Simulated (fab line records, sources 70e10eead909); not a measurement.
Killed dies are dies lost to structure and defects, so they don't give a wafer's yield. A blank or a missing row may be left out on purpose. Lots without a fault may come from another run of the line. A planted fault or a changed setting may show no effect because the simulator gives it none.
Chamber matching | flow nand_harc | NHARC_P_M2_PRE_CLEAN_32 on pecvd-04: 3 sister chambers
The step time 12 s. 6 wafers are shown with their chamber, then 10 later ones without.

WAFERS WITH THEIR CHAMBER
wafer  | chamber | heater_power_outer_w (W) | heater_power_w (W)
L085.4 | 0       | 421                      | 727
L092.1 | 2       | 338                      | 590
L092.3 | 1       | 341                      | 642
L092.4 | 2       | 336                      | 585
L093.1 | 0       | 377                      | 664
L093.2 | 1       | 336                      | 611

WAFERS WITHOUT THEIR CHAMBER
wafer  | heater_power_outer_w (W) | heater_power_w (W)
L093.4 | 327                      | 580
L094.1 | 329                      | 571
L094.2 | 284                      | 534
L094.5 | 280                      | 521
L095.3 | 444                      | 728
L095.4 | 451                      | 752
L095.6 | 328                      | 601
L096.1 | 291                      | 519
L096.2 | 314                      | 600
L096.6 | 317                      | 589

WHICH CHAMBER EACH WENT THROUGH
wafer  | from the rows above     | in truth
L093.4 | can't be placed: 2 or 1 | 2
L094.1 | can't be placed: 2 or 1 | 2
L094.2 | can't be placed: 2 or 1 | 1
L094.5 | can't be placed: 2 or 1 | 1
L095.3 | 0                       | 0
L095.4 | 0                       | 0
L095.6 | can't be placed: 2 or 1 | 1
L096.1 | can't be placed: 2 or 1 | 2
L096.2 | can't be placed: 2 or 1 | 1
L096.6 | can't be placed: 2 or 1 | 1
Placed correctly: 2 of 10. Can't be placed from these rows: 8 (the true chamber is among the candidates in 8). Placed wrongly: 0.
How it was worked out, from the rows above alone: a wafer's distance from a chamber is the root of the sum, over the readings, of the square of ((its reading less the chamber's mean) divided by the reading's scatter). The wafer belongs to the nearest chamber; if the next one is less than 2 further off, it can't be placed. A chamber's mean is the mean of its shown wafers. The scatter: the root of (the sum of the squares of (reading less its chamber's mean) over the shown wafers, divided by (wafers less chambers)).
